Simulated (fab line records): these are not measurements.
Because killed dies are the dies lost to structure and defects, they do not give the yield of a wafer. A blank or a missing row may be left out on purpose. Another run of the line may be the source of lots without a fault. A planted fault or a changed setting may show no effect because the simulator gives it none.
A struck lot beside a sound one :: flow n5Finfet :: 44 steps out of a route of 1938
Sound: wafers L914.2, L914.5, L914.6. Struck: wafer L925.6 (left out: L925.3, L925.5 of the same lot, which were not struck); the cause appears at the end.
Order at every step that has rows: each side's tool, ch and its chambers, its first start. Under that, the readings that differ: sound wafers :: struck wafers :: difference of the means :: sigmas: that difference in standard deviations of wafers without a fault.
alike: words and numbers the same on both sides, and readings whose means are apart by under 2 such deviations; not compared: readings that were withheld, readings missing a value for some wafer, numbers with overlapping values and no deviation given by the record, and bounds like >300 which may hide the same value.
A row with sigmas, a row that says differs or no value, or rows on one side alone: a step with any of these is where the two part. Numbers that don't overlap but have no deviation are shown without sigmas and don't part them. A reading missing from all wafers of one side parts the sides only when that side holds two or more wafers.

N5_BEOL_M6_SPUTTER_48: material Cu, target thk 10 nm, time 1.667 s.
  sound on pvdSputter-01 at day 10 00:22; struck on pvdSputter-01 at day 12 12:55
  alike: chamberPressurePa, throttleValvePct
then, 1 step without rows for these wafers: N5_BEOL_M6_ECD_50 (material Cu, target thk 300 nm).
N5_BEOL_M6_ANNEAL_51: time 90 s.
  sound on rtpAnneal-02 ch 0, day 10 00:38; struck on rtpAnneal-02 ch 0, day 12 13:29
  alike: wafer_temp_C_max
N5_BEOL_M6_CMP_52: polishes, stops on SiCOH lowk, t overpolish 6.9 s, target thk 80 nm.
  sound on cmp-02 ch 1,2, day 10 00:53; struck on cmp-04 ch 0, day 12 13:44
  alike: barrierFieldEndpointS, motorCurrentA, overpolishRunS, timeToEndpointS
N5_BEOL_M6_THK_MEAS_53: measures by xrf.
  sound on filmMetro-02 at day 10 01:11; struck on filmMetro-01 at day 12 14:00
reading: M6_THK (nm)
sound: 85.2 85.9 79.7
struck: 78.1
difference: -5.5
sigmas: -3
then, 1 step without rows for these wafers: N5_BEOL_M6_PRE_CLEAN_55 (time 15 s).
N5_BEOL_M6_DEP_56: deposits SiCN from 3MS/NH3, target thk 10 nm, time 17.5 s.
  sound on pecvd-04 ch 0,1, day 10 01:16; struck on pecvd-01 ch 2, day 12 14:05
  alike: showerheadPlenumPTorr, throttleValvePct
N5_BEOL_M6_RS_MEAS_57: measurement is done with a four-point probe.
  sound on filmMetro-02 at day 10 01:21; struck on filmMetro-02 at day 12 14:10
reading: M6_RS (ohm/sq)
sound: 0.273 0.271 0.294
struck: 0.300
difference: +0.021
sigmas: +2
N5_BEOL_M6_INSPECT_58: inspects for defects (darkfield).
  sound on defectInspect-02 at day 10 01:23; struck on defectInspect-01 at day 12 14:11
  alike: rawDefectCount
N5_BEOL_M7_ILD_DEP_00: deposits SiCOH lowk from DEMS/porogen, target thk 179.75 nm, time 33.4 s.
  sound on pecvd-04 ch 0,1, day 10 01:25; struck on pecvd-03 ch 2, day 12 14:13
  alike: heaterPowerW, showerheadPlenumPTorr, throttleValvePct
then, 1 step without rows for these wafers: N5_BEOL_M7_CURE_74 (cures SiCOH lowk, time 240 s).
N5_BEOL_M7_THK_MEAS_01:
  sound on filmMetro-01 at day 10 02:29; struck on filmMetro-01 at day 12 14:48
  alike: M7_ILD_THK
N5_BEOL_M7_PECVD_70: deposits SiO2 from TEOS/O2, target thk 20 nm, time 22.7 s.
  sound on pecvd-01 ch 0,2, day 10 02:32; struck on pecvd-03 ch 0, day 12 14:50
reading: model.SiO2_of_BEOL_M7_PECVD_70.thkNm (nm)
sound: 19.8 19.8 20.2
struck: 26.4
difference: +6.5
sigmas: 
  alike: heaterPowerW, showerheadPlenumPTorr, throttleValvePct
then, 9 steps without rows for these wafers: N5_BEOL_M7_HM_DEP_02 (deposits TiN, target thk 20 nm); N5_BEOL_M7_COAT_59 (time 60 s, resist thk 100 nm); N5_BEOL_M7_COAT_60 (time 60 s, resist thk 35 nm); N5_BEOL_M7_COAT_05 (resist thk 90 nm); N5_BEOL_M7_EBR_07; N5_BEOL_M7_SOFTBAKE_06 (time 60 s); N5_BEOL_M7_EXPOSE_08 (exposes mask M7); N5_BEOL_M7_PEB_09 (peb time 60 s); N5_BEOL_M7_DEVELOP_10 (develop time 30 s).
N5_BEOL_M7_CD_MEAS_11: the cd target is 38.5 nm.
  sound on cdSem-01 ch 0, day 10 04:21; struck on cdSem-01 ch 0, day 12 16:02
  alike: cdNm
N5_BEOL_M7_OVL_MEAS_12:
  sound on overlay-02 ch 0, day 10 04:23; struck on overlay-01 ch 0, day 12 16:04
  alike: M7_OVL
N5_BEOL_M7_INSPECT_13: inspects for defects (brightfield).
  sound on defectInspect-02 at day 10 04:24; struck on defectInspect-02 at day 12 16:05
  alike: rawDefectCount
then, 7 steps without rows for these wafers: N5_BEOL_M7_DESCUM_16 (chemistry O2, time 7.9 s); N5_BEOL_M7_ETCH_61 (etches SiARC in CF4, target depth 45.5 nm, time 75.8 s); N5_BEOL_M7_ETCH_62 (etches SOC in N2/H2, target depth 110 nm, overetch 22 nm, time 165 s); N5_BEOL_M7_STRIP_68 (strips in N2/H2); N5_BEOL_M7_STRIP_67 (strips in CF4); N5_BEOL_M7_HM_OPEN_17 (chemistry Cl2/BCl3, target TiN, target depth 20 nm, overetch 6 nm); N5_BEOL_M7_STRIP_19 (strips in O2).
N5_BEOL_M7_CD_MEAS_18: pitch 80 nm, target cd 40 nm.
  sound on cdSem-02 at day 10 04:56; struck on cdSem-03 at day 12 16:39
  alike: cdNm
then, 9 steps without rows for these wafers: N5_BEOL_M7_COAT_63 (time 60 s, resist thk 60 nm); N5_BEOL_M7_COAT_64 (time 60 s, resist thk 12 nm); N5_BEOL_M7_COAT_71 (time 60 s, resist thk 5 nm); N5_BEOL_M7_COAT_22 (resist thk 30 nm); N5_BEOL_M7_EBR_24; N5_BEOL_M7_SOFTBAKE_23 (time 60 s); N5_BEOL_M7_EXPOSE_25 (exposes mask V6, target cd 40 nm); N5_BEOL_M7_PEB_26 (peb time 60 s); N5_BEOL_M7_DEVELOP_27 (develop time 30 s).
N5_BEOL_M7_HM_STRIP_39: strips TiN in peroxide tin strip, target depth 25 nm, time 158 s.
  sound on wetBench-02 ch 1,5,6, day 10 06:02; struck on wetBench-01 ch 6, day 12 18:53
reading: bathGuardTempC (C)
sound: 50.2 49.5 51.0
struck: 48.9
difference: -1.3
sigmas: -2

reading: model.SiO2_of_BEOL_M7_PECVD_70.thkNm (nm)
sound: 19.6 19.6 20
struck: 26.2
difference: +6.5
sigmas: 
N5_BEOL_M7_CMP_52: polishes, stops on SiCOH lowk, t overpolish 6.9 s, target thk 80 nm.
  sound on cmp-02 ch 0,1,3, day 10 08:49; struck on cmp-01 ch 2, day 12 21:03
reading: barrierFieldEndpointS (s)
sound: 28.5 28.9 28.8
struck: 36.3
difference: +7.6
sigmas: +11
  alike: motorCurrentA

WHERE THEY PART
At N5_BEOL_M6_THK_MEAS_53 first; at N5_BEOL_M7_CMP_52 last (within this record only).

WHY: the cause the simulator had injected
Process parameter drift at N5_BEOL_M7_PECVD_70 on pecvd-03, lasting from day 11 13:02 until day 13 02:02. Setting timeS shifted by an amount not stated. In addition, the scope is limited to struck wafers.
